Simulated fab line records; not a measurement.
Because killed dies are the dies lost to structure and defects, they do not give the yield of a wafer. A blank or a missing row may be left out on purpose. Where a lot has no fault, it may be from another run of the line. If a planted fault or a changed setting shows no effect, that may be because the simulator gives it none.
A lot that was struck, set against a sound lot ; flow nand harc ; 14 out of 1159 route steps
Sound: the wafers L168.1, L168.3, L168.4. The struck wafers were L188.3, L188.4, L188.5. Last of all comes the cause.
At each step with rows: each side's tool, then ch and its chambers, then its first start. Under that, the readings that differ: sound wafers ; struck wafers ; difference of the means ; sigmas: that difference in standard deviations of wafers without a fault.
alike: readings whose means differ by less than 2 such deviations, and words and numbers that are the same on both sides. not compared: withheld readings, readings that some wafer has no value for, bounds like >300 that may hide the same value, and numbers for which the record gives no deviation and whose values overlap.
The two part at a step that has a row with sigmas, a row that says differs or no value, or rows on one side only. Numbers that have no deviation but don't overlap get no sigmas and don't part them. A reading that every wafer of one side lacks parts them only if that side has two wafers or more.

first, 1 step without rows for these wafers: NHARC_A_CONTACT_STRIP_27 (strips in post etch residue remover, time 600 s).
NHARC_A_CONTACT_ALD_18: deposits TiN, target thk 3 nm, pulse time 1 s, ald cycles 150.
  sound on ald metal-04 ch 1,2,3, day 17 09:55; struck on ald metal-02 ch 0,2, day 22 13:49
  alike: heater power w, precursor pulse height rel
NHARC_A_CONTACT_CVD_19: deposits W, target thk 300 nm, time 802 s.
  sound on cvd w-02 ch 0,1; struck on cvd w-02 ch 0,1
  alike: heater power w, throttle valve pct
NHARC_A_CONTACT_CMP_20: polishes, t overpolish 30 s, target thk 300 nm.
  sound on cmp-03 ch 1,2,3, day 17 13:08; struck on cmp-03 ch 0,1,3, day 22 18:32
  alike: edge zone pressure frac, motor current A, overpolish run s, time to endpoint s
next, for these wafers, 1 step has no rows: NHARC_A_CONTACT_SRD_22.
NHARC_A_CONTACT_INSPECT_23:
  sound on defect inspect-01 at day 17 13:31; struck on defect inspect-02 at day 22 18:53
  alike: raw defect count
then, 5 steps without rows for these wafers: NHARC_A_BLC_DEHYDRATE_00 (time 120 s); NHARC_A_BLC_HMDS_01 (time 30 s); NHARC_A_BLC_COAT_02 (time 75 s); NHARC_A_BLC_COAT_03 (time 65 s); NHARC_A_BLC_COAT_04 (resist thk 90 nm).
NHARC_A_BLC_SOFTBAKE_05: time 55 s.
  sound on litho track-04 ch 0, day 17 13:00; struck on litho track-01 ch 0, day 22 18:00
reading;sound;struck;difference;sigmas
heater power total W (W);188.52 188.64 188.41;178.79 178.84 178.89;-9.68;-69
  alike: resist line temp C
next, for these wafers, 1 step has no rows: NHARC_A_BLC_EBR_06.
NHARC_END_SORT_01:
  the record has rows for the sound wafers here (prober-01 ch 0, day 19 15:08) and none for the struck ones

WHERE THEY PART
Last at NHARC_END_SORT_01 as far as this record goes, first at NHARC_A_BLC_SOFTBAKE_05.

WHY: what the simulator had put in
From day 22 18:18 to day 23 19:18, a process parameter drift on litho track-01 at NHARC_A_BLC_SOFTBAKE_05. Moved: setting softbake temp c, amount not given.
